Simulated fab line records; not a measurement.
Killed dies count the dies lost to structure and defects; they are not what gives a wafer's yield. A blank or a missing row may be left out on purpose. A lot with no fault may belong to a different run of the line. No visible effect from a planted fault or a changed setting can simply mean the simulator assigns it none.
Matching of chambers ; flow nandHarc ; aldHk-04 running NHARC_A_STAIRCASE_ALD_420: 4 sister chambers
The step deposits SiO2, target thk 20 nm, pulse time 6 s, ald cycles 200. 4 wafers are shown with their chamber, then 8 later ones without.

== EACH WAFER AND ITS CHAMBER ==
wafer;chamber;heaterPowerW (W)
L081.2;3;417
L083.1;1;422
L083.5;2;494
L086.1;0;466

== WAFERS WITH NO CHAMBER GIVEN ==
wafer;heaterPowerW (W)
L086.2;435
L086.4;423
L091.1;432
L091.2;478
L091.3;414
L095.1;420
L095.2;384
L095.3;531

== WHICH CHAMBER EACH ONE RAN IN ==
wafer;from the rows above;in truth
L086.2;can't be placed: 1 or 3 or 0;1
L086.4;can't be placed: 1 or 3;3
L091.1;can't be placed: 1 or 3 or 0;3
L091.2;can't be placed: 0 or 2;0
L091.3;can't be placed: 3 or 1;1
L095.1;can't be placed: 1 or 3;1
L095.2;can't be placed: 3 or 1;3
L095.3;can't be placed: 2 or 0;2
Correct placement for 0 of the 8. From these rows, 8 cannot be placed; in 8 the true chamber is one of the candidates. Wrongly placed: 0.
How it was worked out, from the rows above alone: a wafer's distance from a chamber is the root of the sum, over the readings, of the square of ((its reading less the chamber's mean) divided by the reading's scatter). If the next closest chamber is less than 2 further off than the closest, the wafer can't be placed; otherwise it belongs to the closest. For every chamber, the mean is computed from those of its wafers that are shown. The scatter (one wafer shown for each chamber): square how far every hidden wafer sits from the nearest shown wafer, average those squares and take the square root.
